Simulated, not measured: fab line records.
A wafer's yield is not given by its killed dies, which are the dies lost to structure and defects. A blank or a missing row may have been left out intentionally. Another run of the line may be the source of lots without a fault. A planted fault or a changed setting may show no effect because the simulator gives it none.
Matching of chambers | flow nand harc | NHARC_A_BLC_STRIP_29 on rie diel-01: 4 sister chambers
The step strips in CF4. 8 wafers are shown with their chamber, then 10 later ones without.

== WAFERS WITH THEIR CHAMBER ==
wafer  | chamber | drypump motor current A (A) | showerhead plenum p Torr (Torr)
L078.5 | 1       | 6.6                         | 1.75
L081.2 | 2       | 5.1                         | 1.72
L081.5 | 0       | 5.3                         | 1.66
L084.1 | 3       | 5.9                         | 1.69
L084.4 | 0       | 5.3                         | 1.66
L084.5 | 3       | 5.9                         | 1.69
L090.2 | 2       | 5.0                         | 1.72
L090.4 | 1       | 6.6                         | 1.74

== WAFERS WHOSE CHAMBER IS MISSING ==
wafer  | drypump motor current A (A) | showerhead plenum p Torr (Torr)
L090.6 | 5.3                         | 1.66
L095.3 | 6.6                         | 1.74
L095.5 | 6.6                         | 1.74
L095.6 | 5.1                         | 1.72
L094.3 | 5.3                         | 1.66
L094.4 | 5.0                         | 1.72
L094.6 | 5.9                         | 1.69
L096.1 | 5.9                         | 1.69
L096.4 | 5.1                         | 1.72
L096.6 | 5.1                         | 1.71

== CHAMBER TAKEN BY EACH ==
wafer  | from the rows above | in truth
L090.6 | 0                   | 0
L095.3 | 1                   | 1
L095.5 | 1                   | 1
L095.6 | 2                   | 2
L094.3 | 0                   | 0
L094.4 | 2                   | 2
L094.6 | 3                   | 3
L096.1 | 3                   | 3
L096.4 | 2                   | 2
L096.6 | 2                   | 2
Correct placement for 10 of the 10. Left unplaced by these rows: 0. Number placed wrongly: 0.
How it was worked out, from the rows above alone: a wafer's distance from a chamber is the root of the sum, over the readings, of the square of ((its reading less the chamber's mean) divided by the reading's scatter). The wafer belongs to the nearest chamber; if the next one is less than 2 further off, it can't be placed. Each chamber's mean is taken over the wafers shown for it. How the scatter is found: for the shown wafers, subtract from each reading the mean of its chamber, square and add these, divide the total by (wafers less chambers), then take the root.
